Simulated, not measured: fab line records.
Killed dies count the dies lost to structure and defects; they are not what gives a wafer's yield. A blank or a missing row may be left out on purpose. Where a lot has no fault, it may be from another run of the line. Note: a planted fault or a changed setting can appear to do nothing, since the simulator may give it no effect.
fab line records + flow nand-harc
record
- lots=10
- wafers=30
- last-day=33
route steps=1302 shown A_CHANNEL_HOLE_D1@470 A_CHANNEL_FILL_D1@492 END@1301
lots that met no fault: taken from a fault-free run of the same line
start-h: the number of hours between the record's first day and the start of the first shown wafer of the lot + wait-h: hours since the lot's step before + " same as the row above + L1.1+2: one row covering several wafers at once + - value missing, or start not given + * or withheld: withheld + < > ~ a bound
route shown NAME@n: names a module that has steps shown in the file, with the first one's number in the route + usual: mean and standard deviation over wafers with no fault + same: alike in all rows + chamber/n: place in a boat + sites: readings site by site + _std_site: standard deviation across them + _edge_site: outer sites' mean less inner sites' + radius-mm: how far each site lies from the wafer's centre + mask NAME#n: copy n + behind: the last tool/chamber to shape the wafer + hold: the reason the lot was held/the length of the hold in hours/how it ended + device: names the non-switching transistor (n, p or np) + end of line: the tests these same wafers got at the end of their route + a step given without rows: its recipe and nothing more + killed: dies that structure and defects cost at the first sort, which is not the same as the wafer's yield + map: dies across one wafer; x = killed, . = not, _ = none there
set.NAME: the run value of the setting; set.NAME@STEP: its run value at that earlier step + model.NAME: the simulator's own value behind a step, which no gauge read
a sample of lots followed through the steps of the route, with each step as a table and each wafer as a row
services: the hour from which a tool's chamber was out of use, counted from the record's first day as start-h (under 0 if before that day), plus the number of hours and why
## steps
# step NHARC_A_CHANNEL_HOLE_D1_CD_MEAS_18
# usual
- cd-nm=99.4/2.2
| lot.wafer | tool      | chamber | start-h | wait-h | cd-nm |
|-----------|-----------|---------|---------|--------|-------|
| L632.2    | cd-sem-03 | -       | 193.75  | -      | 96.5  |
| L632.3    | "         | -       | "       | "      | 98.6  |
| L632.5    | "         | -       | "       | "      | 97.9  |
| L638.1    | cd-sem-02 | -       | 256.50  | -      | 100.1 |
| L638.2    | "         | -       | "       | "      | 95.1  |
| L638.3    | "         | -       | "       | "      | 98.8  |
| L639.1    | cd-sem-02 | -       | 261.25  | -      | 100.4 |
| L639.3    | "         | -       | "       | "      | 102.0 |
| L639.6    | "         | -       | "       | "      | 98.6  |
| L646.1    | cd-sem-01 | -       | 325.09  | -      | 97.9  |
| L646.2    | "         | -       | "       | "      | 100.1 |
| L646.3    | "         | -       | "       | "      | 99.3  |
| L647.1    | cd-sem-01 | -       | 339.54  | -      | 100.5 |
| L647.4    | "         | -       | "       | "      | 97.3  |
| L647.5    | "         | -       | "       | "      | 97.8  |
| L650.1    | cd-sem-01 | -       | 364.62  | -      | 102.3 |
| L650.2    | "         | -       | "       | "      | 97.7  |
| L650.5    | "         | -       | "       | "      | 102.2 |
| L651.1    | cd-sem-02 | -       | 386.70  | -      | 98.8  |
| L651.2    | "         | -       | "       | "      | 97.4  |
| L651.5    | "         | -       | "       | "      | 98.0  |
| L652.1    | cd-sem-01 | -       | 393.28  | -      | 97.2  |
| L652.2    | "         | -       | "       | "      | 102.4 |
| L652.5    | "         | -       | "       | "      | 97.8  |
| L653.3    | cd-sem-01 | -       | 402.29  | -      | 100.0 |
| L653.5    | "         | -       | "       | "      | 99.8  |
| L653.6    | "         | -       | "       | "      | 101.3 |
| L654.1    | cd-sem-03 | -       | 410.05  | -      | 102.9 |
| L654.3    | "         | -       | "       | "      | 102.3 |
| L654.6    | "         | -       | "       | "      | 101.6 |
# step NHARC_A_CHANNEL_HOLE_D1_ETCH_33
# recipe
- bias-v=400
- source-w=2000
- pressure-mtorr=25
- time-s=90
- ar-flow-sccm=375
- c4f8-flow-sccm=41.7
- o2-flow-sccm=83.3
- temp-c=-20
- target-depth-a=4000
- chemistry=C4F8/O2/Ar
# usual
- drypump-motor-current-A=5.56/0.3
- showerhead-plenum-p-Torr=3.69/0.07
- throttle-valve-pct=27.619/0.009
| lot.wafer | tool        | chamber | start-h | wait-h | drypump-motor-current-A | rf-hours-counter-h | showerhead-plenum-p-Torr | throttle-valve-pct |
|-----------|-------------|---------|---------|--------|-------------------------|--------------------|--------------------------|--------------------|
| L632.2    | har-etch-02 | 1       | 197.92  | 0.2    | 5.15                    | 305                | 3.69                     | 27.629             |
| L632.3    | "           | 1       | "       | "      | 5.15                    | -                  | 3.69                     | 27.619             |
| L632.5    | "           | 0       | "       | "      | 5.97                    | -                  | 3.66                     | 27.629             |
| L638.2    | har-etch-02 | 1       | 262.52  | 0.2    | 5.18                    | 336                | 3.67                     | 27.619             |
| L638.1    | "           | 0       | "       | "      | 5.99                    | 336                | 3.65                     | 27.606             |
| L638.3    | "           | 0       | "       | "      | 5.97                    | -                  | 3.65                     | 27.620             |
| L639.1    | har-etch-02 | 0       | 266.74  | 0.2    | 5.98                    | 340                | 3.65                     | 27.615             |
| L639.3    | "           | 1       | "       | "      | 5.19                    | -                  | 3.67                     | 27.640             |
| L639.6    | "           | 0       | "       | "      | 5.98                    | -                  | 3.65                     | 27.602             |
| L646.2    | har-etch-02 | 1       | 329.14  | 0.2    | 5.17                    | 378                | 3.65                     | 27.635             |
| L646.1    | "           | 0       | "       | "      | 5.98                    | 378                | 3.62                     | 27.629             |
| L646.3    | "           | 0       | "       | "      | 5.97                    | -                  | 3.62                     | 27.622             |
| L647.1    | har-etch-01 | 1       | 343.60  | 0.2    | 5.59                    | 167                | 3.72                     | 27.614             |
| L647.4    | "           | 1       | "       | "      | 5.58                    | -                  | 3.72                     | 27.615             |
| L647.5    | "           | 0       | "       | "      | 5.54                    | -                  | 3.69                     | 27.611             |
| L650.1    | har-etch-01 | 0       | 368.66  | 0.2    | 5.56                    | 182                | 3.68                     | 27.610             |
| L650.2    | "           | 1       | "       | "      | 5.56                    | 182                | 3.71                     | 27.621             |
| L650.5    | "           | 1       | "       | "      | 5.53                    | -                  | 3.71                     | 27.622             |
| L651.2    | har-etch-01 | 0       | 390.75  | 0.2    | 5.55                    | 198                | 3.67                     | 27.620             |
| L651.1    | "           | 1       | "       | "      | 5.56                    | 198                | 3.70                     | 27.620             |
| L651.5    | "           | 0       | "       | "      | 5.54                    | -                  | 3.67                     | 27.624             |
| L652.2    | har-etch-01 | 0       | 402.88  | 0.2    | 5.57                    | 209                | 3.66                     | 27.621             |
| L652.1    | "           | 1       | "       | "      | 5.56                    | 209                | 3.70                     | 27.619             |
| L652.5    | "           | 1       | "       | "      | 5.56                    | -                  | 3.70                     | 27.631             |
| L653.3    | har-etch-01 | 1       | 411.26  | 0.2    | 5.57                    | -                  | 3.69                     | 27.614             |
| L653.5    | "           | 0       | "       | "      | 5.55                    | -                  | 3.66                     | 27.620             |
| L653.6    | "           | 1       | "       | "      | 5.57                    | -                  | 3.69                     | 27.621             |
| L654.1    | har-etch-02 | 0       | 414.12  | 0.2    | 5.96                    | 15                 | 3.97                     | 27.624             |
| L654.3    | "           | 1       | "       | "      | 5.19                    | -                  | 3.97                     | 27.618             |
| L654.6    | "           | 0       | "       | "      | 5.99                    | -                  | 3.97                     | 27.617             |
# step NHARC_A_CHANNEL_HOLE_D1_CD_MEAS_30
# usual
- cd-nm=90.3/1.3
| lot.wafer | tool      | chamber | start-h | wait-h | cd-nm |
|-----------|-----------|---------|---------|--------|-------|
| L632.2    | cd-sem-01 | -       | 199.46  | -      | 91.4  |
| L632.3    | "         | -       | "       | "      | 92.6  |
| L632.5    | "         | -       | "       | "      | 91.8  |
| L638.1    | cd-sem-03 | -       | 264.17  | 0.1    | 91.3  |
| L638.2    | "         | -       | "       | "      | 89.5  |
| L638.3    | "         | -       | "       | "      | 90.4  |
| L639.1    | cd-sem-03 | -       | 268.30  | 0.1    | 90.5  |
| L639.3    | "         | -       | "       | "      | 91.6  |
| L639.6    | "         | -       | "       | "      | 92.1  |
| L646.1    | cd-sem-01 | -       | 330.68  | -      | 89.2  |
| L646.2    | "         | -       | "       | "      | 90.5  |
| L646.3    | "         | -       | "       | "      | 89.2  |
| L647.1    | cd-sem-02 | -       | 345.17  | -      | 89.4  |
| L647.4    | "         | -       | "       | "      | 90.0  |
| L647.5    | "         | -       | "       | "      | 90.6  |
| L650.1    | cd-sem-02 | -       | 370.19  | -      | 91.1  |
| L650.2    | "         | -       | "       | "      | 88.5  |
| L650.5    | "         | -       | "       | "      | 89.7  |
| L651.1    | cd-sem-03 | -       | 392.30  | -      | 88.5  |
| L651.2    | "         | -       | "       | "      | 88.5  |
| L651.5    | "         | -       | "       | "      | 89.0  |
| L652.1    | cd-sem-02 | -       | 404.42  | -      | 89.4  |
| L652.2    | "         | -       | "       | "      | 89.7  |
| L652.5    | "         | -       | "       | "      | 90.5  |
| L653.3    | cd-sem-01 | -       | 412.73  | -      | 90.8  |
| L653.5    | "         | -       | "       | "      | 89.3  |
| L653.6    | "         | -       | "       | "      | 89.6  |
| L654.1    | cd-sem-02 | -       | 415.72  | -      | 89.8  |
| L654.3    | "         | -       | "       | "      | 90.8  |
| L654.6    | "         | -       | "       | "      | 87.6  |
# step NHARC_A_CHANNEL_FILL_D1_ALD_02
# recipe
- target-thk-a=60
- pulse-time-s=10
- ald-cycles=60
- temp-c=300
- material=SiO2
# usual
- ald-cycles=60/0
- heater-power-w=450/38
- precursor-pulse-height-rel=1.001/0.019
| lot.wafer | tool      | chamber | start-h | wait-h | ald-cycles | heater-power-w | precursor-pulse-height-rel |
|-----------|-----------|---------|---------|--------|------------|----------------|----------------------------|
| L632.2    | ald-hk-03 | 1       | 199.98  | -      | 60         | 489            | 1.020                      |
| L632.3    | "         | 2       | "       | "      | 60         | 450            | 0.992                      |
| L632.5    | "         | 3       | "       | "      | 60         | 409            | 0.983                      |
| L638.3    | ald-hk-02 | 1       | 264.55  | -      | 46         | 406            | 0.990                      |
| L638.2    | "         | 2       | "       | "      | 46         | 419            | 0.977                      |
| L638.1    | "         | 0       | "       | "      | 46         | 433            | 0.999                      |
| L639.1    | ald-hk-02 | 1       | 268.67  | -      | 46         | 411            | 1.006                      |
| L639.3    | "         | 2       | "       | "      | 46         | 416            | 1.036                      |
| L639.6    | "         | 2       | "       | "      | 46         | 419            | 0.996                      |
| L646.1    | ald-hk-03 | 2       | 331.53  | -      | 60         | 443            | 0.973                      |
| L646.2    | "         | 3       | "       | "      | 60         | 420            | 1.022                      |
| L646.3    | "         | 1       | "       | "      | 60         | 468            | 1.002                      |
| L647.4    | ald-hk-02 | 0       | 345.58  | 0.1    | 60         | 418            | 0.992                      |
| L647.1    | "         | 3       | "       | "      | 60         | 487            | 0.964                      |
| L647.5    | "         | 1       | "       | "      | 60         | 405            | 1.026                      |
| L650.2    | ald-hk-01 | 2       | 371.99  | -      | 60         | 454            | 1.014                      |
| L650.1    | "         | 0       | "       | "      | 60         | 560            | 0.993                      |
| L650.5    | "         | 3       | "       | "      | 60         | 481            | 0.971                      |
| L651.2    | ald-hk-02 | 2       | 392.67  | -      | 60         | 428            | 1.009                      |
| L651.1    | "         | 0       | "       | "      | 60         | 451            | 0.986                      |
| L651.5    | "         | 3       | "       | "      | 60         | 482            | 0.997                      |
| L652.2    | ald-hk-02 | 1       | 404.79  | -      | 60         | 427            | 0.987                      |
| L652.1    | "         | 2       | "       | "      | 60         | 440            | 0.996                      |
| L652.5    | "         | 2       | "       | "      | 60         | 435            | 1.010                      |
| L653.3    | ald-hk-02 | 0       | 413.17  | -      | 60         | 450            | 0.987                      |
| L653.6    | "         | 3       | "       | "      | 60         | 492            | 1.027                      |
| L653.5    | "         | 0       | "       | "      | 60         | 454            | 0.996                      |
| L654.3    | ald-hk-02 | 3       | 418.40  | -      | 60         | 499            | 1.006                      |
| L654.1    | "         | 0       | "       | "      | 60         | 457            | 0.987                      |
| L654.6    | "         | 3       | "       | "      | 60         | 492            | 1.024                      |
# step NHARC_END_WLT_00
# usual
- VT_DECK1_BOTTOM=0.871/0.0076
- VT_DECK1_BOTTOM_INNER=0.872/0.0075
- VT_DECK1_MEDIAN_NEAR_BOTTOM=0.872/0.0079
- VT_DECK1_MEDIAN_NEAR_BOTTOM_INNER=0.873/0.007
- VT_DECK1_MIDDLE=0.884/0.0073
- VT_DECK1_MIDDLE_INNER=0.884/0.0069
- VT_DECK1_TOP=0.895/0.007
- VT_DECK1_TOP_INNER=0.896/0.0074
- VT_DECK2_BOTTOM=0.872/0.0064
- VT_DECK2_BOTTOM_INNER=0.871/0.0066
- VT_DECK2_MEDIAN_NEAR_BOTTOM=0.872/0.0065
- VT_DECK2_MEDIAN_NEAR_BOTTOM_INNER=0.873/0.0073
- VT_DECK2_MIDDLE=0.885/0.0061
- VT_DECK2_MIDDLE_INNER=0.886/0.0068
- VT_DECK2_TOP=0.896/0.0064
- VT_DECK2_TOP_INNER=0.896/0.0064
| lot.wafer | tool      | chamber | start-h | wait-h | VT_DECK1_BOTTOM | VT_DECK1_BOTTOM_INNER | VT_DECK1_MEDIAN_NEAR_BOTTOM | VT_DECK1_MEDIAN_NEAR_BOTTOM_INNER | VT_DECK1_MIDDLE | VT_DECK1_MIDDLE_INNER | VT_DECK1_TOP | VT_DECK1_TOP_INNER | VT_DECK2_BOTTOM | VT_DECK2_BOTTOM_INNER | VT_DECK2_MEDIAN_NEAR_BOTTOM | VT_DECK2_MEDIAN_NEAR_BOTTOM_INNER | VT_DECK2_MIDDLE | VT_DECK2_MIDDLE_INNER | VT_DECK2_TOP | VT_DECK2_TOP_INNER |
|-----------|-----------|---------|---------|--------|-----------------|-----------------------|-----------------------------|-----------------------------------|-----------------|-----------------------|--------------|--------------------|-----------------|-----------------------|-----------------------------|-----------------------------------|-----------------|-----------------------|--------------|--------------------|
| L632.2    | prober-02 | -       | 577.19  | 0.6    | 0.878           | 0.877                 | 0.873                       | 0.883                             | 0.895           | 0.895                 | 0.900        | 0.900              | 0.872           | 0.873                 | 0.861                       | 0.867                             | 0.874           | 0.883                 | 0.887        | 0.884              |
| L632.3    | "         | -       | "       | "      | 0.881           | 0.884                 | 0.883                       | 0.885                             | 0.895           | 0.895                 | 0.903        | 0.902              | 0.872           | 0.863                 | 0.866                       | 0.864                             | 0.868           | 0.875                 | 0.883        | 0.888              |
| L632.5    | "         | -       | 578.70  | 2.1    | 0.880           | 0.884                 | 0.881                       | 0.883                             | 0.893           | 0.889                 | 0.896        | 0.900              | 0.863           | 0.867                 | 0.868                       | 0.870                             | 0.885           | 0.881                 | 0.895        | 0.891              |
| L638.1    | prober-01 | -       | 629.98  | 0.1    | 0.850           | 0.851                 | 0.850                       | 0.850                             | 0.863           | 0.865                 | 0.861        | 0.863              | 0.874           | 0.879                 | 0.881                       | 0.872                             | 0.881           | 0.895                 | 0.906        | 0.896              |
| L638.2    | "         | -       | "       | "      | 0.849           | 0.851                 | 0.845                       | 0.842                             | 0.852           | 0.857                 | 0.869        | 0.871              | 0.879           | 0.871                 | 0.872                       | 0.878                             | 0.884           | 0.888                 | 0.901        | 0.895              |
| L638.3    | "         | -       | "       | "      | 0.842           | 0.849                 | 0.851                       | 0.852                             | 0.857           | 0.853                 | 0.868        | 0.858              | 0.880           | 0.872                 | 0.877                       | 0.879                             | 0.888           | 0.887                 | 0.899        | 0.904              |
| L639.1    | prober-01 | -       | 637.84  | 0.3    | 0.858           | 0.853                 | 0.857                       | 0.855                             | 0.862           | 0.866                 | 0.875        | 0.878              | 0.863           | 0.863                 | 0.863                       | 0.858                             | 0.886           | 0.870                 | 0.889        | 0.897              |
| L639.3    | "         | -       | 638.84  | 1.3    | 0.856           | 0.864                 | 0.857                       | 0.852                             | 0.869           | 0.873                 | 0.879        | 0.877              | 0.866           | 0.863                 | 0.866                       | 0.867                             | 0.875           | 0.880                 | 0.896        | 0.889              |
| L639.6    | "         | -       | 640.34  | 2.8    | 0.863           | 0.861                 | 0.856                       | 0.866                             | 0.865           | 0.867                 | 0.876        | 0.876              | 0.858           | 0.855                 | 0.861                       | 0.867                             | 0.875           | 0.877                 | 0.891        | 0.896              |
| L647.1    | prober-01 | -       | 713.67  | 0.0    | 0.861           | 0.861                 | 0.858                       | 0.863                             | 0.875           | 0.880                 | 0.889        | 0.888              | 0.871           | 0.873                 | 0.874                       | 0.874                             | 0.888           | 0.898                 | 0.903        | 0.901              |
| L647.4    | "         | -       | 715.16  | 1.5    | 0.866           | 0.857                 | 0.861                       | 0.869                             | 0.885           | 0.882                 | 0.895        | 0.887              | 0.872           | 0.872                 | 0.880                       | 0.876                             | 0.887           | 0.893                 | 0.893        | 0.903              |
| L647.5    | "         | -       | "       | "      | 0.863           | 0.863                 | 0.865                       | 0.862                             | 0.873           | 0.871                 | 0.884        | 0.886              | 0.876           | 0.881                 | 0.874                       | 0.881                             | 0.893           | 0.894                 | 0.912        | 0.901              |
| L646.1    | prober-02 | -       | 713.69  | 0.1    | 0.869           | 0.871                 | 0.865                       | 0.876                             | 0.881           | 0.889                 | 0.890        | 0.890              | 0.871           | 0.864                 | 0.870                       | 0.865                             | 0.883           | 0.883                 | 0.896        | 0.890              |
| L646.2    | "         | -       | "       | "      | 0.868           | 0.873                 | 0.869                       | 0.872                             | 0.882           | 0.877                 | 0.893        | 0.892              | 0.864           | 0.864                 | 0.861                       | 0.868                             | 0.877           | 0.889                 | 0.891        | 0.893              |
| L646.3    | "         | -       | "       | "      | 0.859           | 0.862                 | 0.857                       | 0.869                             | 0.875           | 0.881                 | 0.889        | 0.898              | 0.876           | 0.873                 | 0.868                       | 0.870                             | 0.884           | 0.881                 | 0.904        | 0.893              |
| L650.1    | prober-01 | -       | 768.44  | 0.0    | 0.881           | 0.876                 | 0.885                       | 0.885                             | 0.895           | 0.894                 | 0.901        | 0.905              | 0.871           | 0.870                 | 0.868                       | 0.876                             | 0.881           | 0.887                 | 0.897        | 0.892              |
| L650.2    | "         | -       | "       | "      | 0.873           | 0.869                 | 0.874                       | 0.880                             | 0.892           | 0.885                 | 0.901        | 0.916              | 0.862           | 0.866                 | 0.864                       | 0.860                             | 0.877           | 0.876                 | 0.883        | 0.888              |
| L650.5    | "         | -       | 770.43  | 2.0    | 0.877           | 0.888                 | 0.881                       | 0.877                             | 0.893           | 0.887                 | 0.903        | 0.919              | 0.864           | 0.864                 | 0.870                       | 0.861                             | 0.882           | 0.878                 | 0.899        | 0.888              |
| L652.1    | prober-02 | -       | 771.16  | 2.8    | 0.873           | 0.884                 | 0.866                       | 0.880                             | 0.891           | 0.887                 | 0.902        | 0.903              | 0.874           | 0.872                 | 0.877                       | 0.877                             | 0.884           | 0.887                 | 0.893        | 0.892              |
| L652.2    | "         | -       | "       | "      | 0.866           | 0.874                 | 0.879                       | 0.877                             | 0.895           | 0.888                 | 0.896        | 0.898              | 0.881           | 0.882                 | 0.879                       | 0.881                             | 0.888           | 0.885                 | 0.890        | 0.899              |
| L652.5    | "         | -       | 773.15  | 4.8    | 0.878           | 0.879                 | 0.871                       | 0.880                             | 0.891           | 0.886                 | 0.899        | 0.899              | 0.877           | 0.867                 | 0.878                       | 0.878                             | 0.885           | 0.891                 | 0.892        | 0.897              |
| L651.1    | prober-01 | -       | 776.21  | 7.8    | 0.860           | 0.862                 | 0.870                       | 0.865                             | 0.879           | 0.879                 | 0.891        | 0.885              | 0.875           | 0.882                 | 0.870                       | 0.877                             | 0.886           | 0.884                 | 0.898        | 0.895              |
| L651.2    | "         | -       | "       | "      | 0.860           | 0.856                 | 0.858                       | 0.864                             | 0.877           | 0.877                 | 0.872        | 0.887              | 0.875           | 0.868                 | 0.877                       | 0.882                             | 0.892           | 0.886                 | 0.899        | 0.903              |
| L651.5    | "         | -       | 778.21  | 9.8    | 0.867           | 0.862                 | 0.863                       | 0.869                             | 0.875           | 0.878                 | 0.886        | 0.894              | 0.883           | 0.884                 | 0.879                       | 0.877                             | 0.891           | 0.887                 | 0.909        | 0.908              |
| L654.1    | prober-02 | -       | 779.98  | 0.1    | 0.867           | 0.870                 | 0.874                       | 0.874                             | 0.881           | 0.888                 | 0.894        | 0.893              | 0.870           | 0.869                 | 0.881                       | 0.873                             | 0.874           | 0.878                 | 0.889        | 0.884              |
| L654.3    | "         | -       | 780.99  | 1.1    | 0.869           | 0.865                 | 0.870                       | 0.865                             | 0.876           | 0.874                 | 0.889        | 0.896              | 0.873           | 0.871                 | 0.874                       | 0.875                             | 0.879           | 0.890                 | 0.894        | 0.887              |
| L654.6    | "         | -       | 782.50  | 2.6    | 0.872           | 0.863                 | 0.857                       | 0.863                             | 0.881           | 0.873                 | 0.895        | 0.896              | 0.869           | 0.873                 | 0.871                       | 0.879                             | 0.891           | 0.878                 | 0.889        | 0.892              |
| L653.3    | prober-01 | -       | 784.91  | 1.6    | 0.885           | 0.882                 | 0.876                       | 0.883                             | 0.884           | 0.898                 | 0.908        | 0.908              | 0.874           | 0.878                 | 0.883                       | 0.883                             | 0.890           | 0.891                 | 0.906        | 0.900              |
| L653.5    | "         | -       | 785.92  | 2.6    | 0.873           | 0.871                 | 0.877                       | 0.877                             | 0.895           | 0.891                 | 0.899        | 0.902              | 0.874           | 0.871                 | 0.874                       | 0.875                             | 0.892           | 0.897                 | 0.902        | 0.901              |
| L653.6    | "         | -       | "       | "      | 0.875           | 0.870                 | 0.879                       | 0.873                             | 0.890           | 0.897                 | 0.906        | 0.907              | 0.886           | 0.886                 | 0.883                       | 0.884                             | 0.901           | 0.904                 | 0.913        | 0.911              |
## services
| tool        | chamber | start-h | hours | kind                          |
|-------------|---------|---------|-------|-------------------------------|
| har-etch-01 | -       | 175.71  | 2.0   | repair                        |
| har-etch-02 | -       | 176.83  | 3.6   | repair                        |
| ald-hk-02   | 0       | 181.48  | -     | clean                         |
| ald-hk-02   | 1       | 181.48  | -     | clean                         |
| ald-hk-02   | 2       | 181.48  | -     | clean                         |
| ald-hk-02   | 3       | 181.48  | -     | clean                         |
| har-etch-01 | -       | 188.62  | 5.6   | repair                        |
| ald-hk-03   | -       | 219.78  | 10.0  | pm                            |
| ald-hk-01   | -       | 301.63  | 10.0  | pm                            |
| ald-hk-02   | -       | 327.40  | 0.8   | repair                        |
| ald-hk-02   | 2       | 352.98  | 10.0  | vent-cycle                    |
| ald-hk-02   | 3       | 352.98  | 10.0  | vent-cycle                    |
| ald-hk-02   | 0       | 362.98  | -     | clean                         |
| ald-hk-02   | 1       | 362.98  | -     | clean                         |
| ald-hk-02   | 2       | 362.98  | -     | clean                         |
| ald-hk-02   | 3       | 362.98  | -     | clean                         |
| ald-hk-02   | -       | 370.07  | 2.9   | repair                        |
| har-etch-02 | -       | 379.41  | 17.0  | pm                            |
| har-etch-02 | 0       | 379.41  | 17.0  | vent-cycle                    |
| har-etch-02 | 1       | 379.41  | 17.0  | vent-cycle                    |
| har-etch-02 | 0       | 396.41  | -     | clean                         |
| har-etch-02 | 0       | 396.41  | -     | consumable-replace:focus-ring |
| har-etch-02 | 0       | 396.41  | -     | consumable-replace:showerhead |
| har-etch-02 | 1       | 396.41  | -     | clean                         |
## key
first-sign
- step=NHARC_A_CHANNEL_FILL_D1_ALD_02
- reading=ald-cycles
- direction=down
- sigmas=99+
- usual=60
- struck=46
effect
- step=NHARC_END_WLT_00
- reading=VT_DECK1_TOP_INNER
- direction=down
- sigmas=3.4
- usual=0.896
- struck=0.870
met-at NHARC_A_CHANNEL_FILL_D1_ALD_02
struck-lots L638,L639
tester-left-out L638,L639
not-acting-at NHARC_A_CHANNEL_HOLE_D1_CD_MEAS_18,NHARC_A_CHANNEL_HOLE_D1_ETCH_33,NHARC_A_CHANNEL_HOLE_D1_CD_MEAS_30
fault
- kind=process-parameter-drift
- tool=ald-hk-02
- chamber=-
- onset-h=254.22
- steps=NHARC_A_CHANNEL_FILL_D1_ALD_02
- channel=ald-cycles
- offset=-14
- shape=step
- end-h=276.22
- acts-in=these-recipes-only
- stated=60
# tester-left-out: of these lots the tester's yield and bins aren't shown, on N5 and GAA mostly nor the transistor test; their killed dies are dies lost to structure and defects alone, not to doping, threshold or leakage, so they don't give the yield
